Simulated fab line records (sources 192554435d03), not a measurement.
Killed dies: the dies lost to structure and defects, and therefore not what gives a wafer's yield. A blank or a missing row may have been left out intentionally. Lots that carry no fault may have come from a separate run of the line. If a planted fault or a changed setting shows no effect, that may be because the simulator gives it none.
One fault through the eyes of 2 desks / flow n5Finfet / every desk sees just its own numbers, and what lay behind them comes last

== TOOL OWNER'S DESK, rieDiel-04 ==
The tool's own readings at N5_BEOL_M15_STRIP_36 (strips in O2): means of the sampled wafers that have a number, for each lot that ran on this tool. Marked OUT: a lot whose mean sits more than 4 standard deviations from the usual mean, which makes it out of limits; the brackets give that distance.
Columns: A = drypumpMotorCurrentA at N5_BEOL_M15_STRIP_36, usual 5.6 A; B = oesProductAu at N5_BEOL_M15_STRIP_36, usual 0.82 a.u.; C = rfVppV at N5_BEOL_M15_STRIP_36, usual 3.6 V; D = showerheadPlenumPTorr at N5_BEOL_M15_STRIP_36, usual 2.09 Torr; E = throttleValvePct at N5_BEOL_M15_STRIP_36, usual 16.56 %
lot=L118; first seen here=day 11 14:53; A=5.5; B=0.69; C=3.1; D=2.02; E=16.80
lot=L117; first seen here=day 11 18:28; A=5.8; B=0.71; C=3.6; D=2.02; E=16.80
lot=L120; first seen here=day 13 05:35; A=5.4; B=0.70; C=3.4; D=2.00; E=16.72
lot=L123; first seen here=day 13 11:41; A=5.7; B=0.71; C=4.4; D=2.00; E=16.75
lot=L125; first seen here=day 13 21:34; A=6.2; B=0.92; C=3.8; D=2.05; E=16.68
lot=L137; first seen here=day 17 11:37; A=5.9; B=0.81; C=5.3; D=2.04; E=16.72
This desk's verdict: no lot among the 6 shows anything out of limits.

== FROM THE METROLOGY DESK ==
Means of the sampled wafers that have a number, per lot and without regard to the tool the lot ran on: this is what the gauges read. Marked OUT: a lot whose mean sits more than 4 standard deviations from the usual mean, which makes it out of limits; the brackets give that distance.
Columns: A = MIM_BOT_OVL at N5_MIM_BOT_LITHO_OVL_MEAS_11, usual 4 nm; B = PAD_OVL at N5_PASSIVATION_OVL_MEAS_63, usual 0 nm
lot=L115; first seen here=day 10 22:56; A=5; B=-1
lot=L118; first seen here=day 11 22:08; A=-4; B=-2
lot=L117; first seen here=day 12 03:36; A=5; B=8
lot=L120; first seen here=day 13 10:37; A=1; B=-2
lot=L123; first seen here=day 13 18:41; A=6; B=6
lot=L125; first seen here=day 14 06:03; A=7; B=-1
lot=L128; first seen here=day 15 06:24; A=7; B=4
lot=L130; first seen here=day 15 14:52; A=14; B=4
lot=L131; first seen here=day 15 18:05; A=1; B=3
lot=L136; first seen here=day 17 05:25; A=4; B=5
lot=L137; first seen here=day 17 21:14; A=-1; B=3
lot=L138; first seen here=day 17 21:23; A=5; B=-5
This desk's verdict: no lot among the 12 shows anything out of limits.

== ALL TOGETHER ==
Nothing out of limits was seen by the tool owner's desk.
At the metrology desk, nothing out of limits was observed.

== WHAT THE SIMULATOR PUT IN ==
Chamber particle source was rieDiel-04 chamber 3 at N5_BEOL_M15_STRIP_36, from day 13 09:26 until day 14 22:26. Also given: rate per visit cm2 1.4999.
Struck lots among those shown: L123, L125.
